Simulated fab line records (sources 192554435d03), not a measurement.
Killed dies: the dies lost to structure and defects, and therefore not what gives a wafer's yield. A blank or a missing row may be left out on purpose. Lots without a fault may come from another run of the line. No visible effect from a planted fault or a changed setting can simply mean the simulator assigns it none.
Chamber matching    flow n5-finfet    N5_BEOL_M6_STRIP_19 on rie-diel-01 has 4 sister chambers
The step strips in O2. 8 wafers are shown with their chamber, then 11 later ones without.

WAFERS WITH THEIR CHAMBER
wafer   chamber  showerhead-plenum-p-Torr (Torr)  drypump-motor-current-A (A)
L081.1  2        2.08                             5.5
L081.2  0        2.15                             5.4
L084.3  1        2.04                             4.9
L084.6  3        2.14                             5.8
L088.1  3        2.14                             5.8
L088.3  1        2.03                             4.9
L088.4  2        2.07                             5.5
L087.3  0        2.14                             5.3

WAFERS WITHOUT THEIR CHAMBER
wafer   showerhead-plenum-p-Torr (Torr)  drypump-motor-current-A (A)
L087.5  2.03                             4.9
L087.6  2.07                             5.5
L091.1  2.14                             5.3
L091.5  2.13                             5.8
L091.6  2.07                             5.5
L090.1  2.14                             5.4
L090.3  2.13                             5.7
L090.5  2.13                             5.8
L097.3  2.07                             5.5
L097.4  2.03                             4.9
L097.5  2.13                             5.3

CHAMBER TAKEN BY EACH
wafer   from the rows above  in truth
L087.5  1                    1
L087.6  2                    2
L091.1  0                    0
L091.5  3                    3
L091.6  2                    2
L090.1  0                    0
L090.3  3                    3
L090.5  3                    3
L097.3  2                    2
L097.4  1                    1
L097.5  0                    0
Placed correctly: 11 of 11. Number that these rows cannot place: 0. 0 placed wrongly.
How it was worked out, from the rows above alone: a wafer's distance from a chamber is the root of the sum, over the readings, of the square of ((its reading less the chamber's mean) divided by the reading's scatter). If the next closest chamber is less than 2 further off than the closest, the wafer can't be placed; otherwise it belongs to the closest. The mean given for a chamber averages the wafers shown for that chamber. How the scatter is found: for the shown wafers, subtract from each reading the mean of its chamber, square and add these, divide the total by (wafers less chambers), then take the root.
